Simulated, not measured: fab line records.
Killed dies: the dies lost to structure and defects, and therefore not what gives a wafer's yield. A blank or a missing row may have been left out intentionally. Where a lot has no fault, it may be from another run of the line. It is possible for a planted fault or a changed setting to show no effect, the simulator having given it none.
Chamber matching | flow n5_finfet | 3 sister chambers for N5_PASSIVATION_PECVD_01 on pecvd-01
The step deposits SiNx from SiH4/NH3/N2, target thk 200 nm, time 43.2 s. 20 wafers are shown with their chamber, then 10 later ones without.

== WAFERS, EACH WITH ITS CHAMBER ==
wafer  | chamber | showerhead_plenum_p_Torr (Torr) | throttle_valve_pct (%) | heater_power_w (W)
L075.3 | 2       | 8.68                            | 28.5                   | 343
L075.4 | 2       | 8.67                            | 28.4                   | 217
L075.5 | 1       | 8.75                            | 28.4                   | 394
L076.1 | 2       | 8.69                            | 28.6                   | 220
L076.2 | 1       | 8.75                            | 28.1                   | 366
L076.3 | 0       | 8.70                            | 28.5                   | 345
L079.2 | 2       | 8.66                            | 28.3                   | 234
L079.3 | 1       | 8.74                            | 28.1                   | 343
L079.4 | 2       | 8.69                            | 28.6                   | 245
L081.1 | 1       | 8.74                            | 28.0                   | 338
L081.3 | 0       | 8.69                            | 28.7                   | 391
L081.6 | 0       | 8.71                            | 28.5                   | 391
L085.1 | 1       | 8.77                            | 27.9                   | 402
L085.2 | 0       | 8.69                            | 28.5                   | 344
L085.6 | 0       | 8.69                            | 28.5                   | 356
L086.3 | 0       | 8.70                            | 28.5                   | 308
L086.4 | 0       | 8.69                            | 28.6                   | 316
L086.5 | 2       | 8.68                            | 28.8                   | 258
L089.2 | 2       | 8.69                            | 28.6                   | 316
L089.5 | 2       | 8.68                            | 29.1                   | 321

SIGNATURES (means of the wafers above)
reading                  | chamber 0 | chamber 1 | chamber 2 | scatter within a chamber
showerhead_plenum_p_Torr | 8.6957    | 8.7500    | 8.6800    | 0.0102
throttle_valve_pct       | 28.543    | 28.100    | 28.613    | 0.189
heater_power_w           | 350.14    | 368.60    | 269.25    | 40
Rule: distance of a wafer from a chamber = root of the sum over the readings of ((wafer's reading minus chamber's mean) / reading's scatter) squared. If the next closest chamber is less than 2 further off than the closest, the wafer can't be placed; otherwise it belongs to the closest. How the scatter is found: for the shown wafers, subtract from each reading the mean of its chamber, square and add these, divide the total by (wafers less chambers), then take the root.

== WAFERS WITHOUT THEIR CHAMBER ==
wafer  | showerhead_plenum_p_Torr (Torr) | throttle_valve_pct (%) | heater_power_w (W)
L089.6 | 8.74                            | 28.2                   | 284
L090.4 | 8.69                            | 28.6                   | 405
L090.5 | 8.72                            | 28.3                   | 389
L090.6 | 8.67                            | 28.9                   | 285
L094.2 | 8.67                            | 28.7                   | 261
L094.3 | 8.76                            | 27.9                   | 447
L094.4 | 8.74                            | 28.4                   | 285
L097.2 | 8.69                            | 28.5                   | 346
L097.4 | 8.68                            | 29.0                   | 258
L097.5 | 8.74                            | 28.3                   | 425

== EACH ONE'S CHAMBER ==
wafer  | from the rows above     | in truth
L089.6 | 1                       | 1
L090.4 | 0                       | 0
L090.5 | can't be placed: 0 or 1 | 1
L090.6 | can't be placed: 2 or 0 | 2
L094.2 | 2                       | 2
L094.3 | 1                       | 1
L094.4 | can't be placed: 1 or 0 | 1
L097.2 | can't be placed: 0 or 2 | 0
L097.4 | can't be placed: 2 or 0 | 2
L097.5 | 1                       | 1
Correctly placed: 5 of 10. Can't be placed from these rows: 5 (the true chamber is among the candidates in 5). Number placed wrongly: 0.
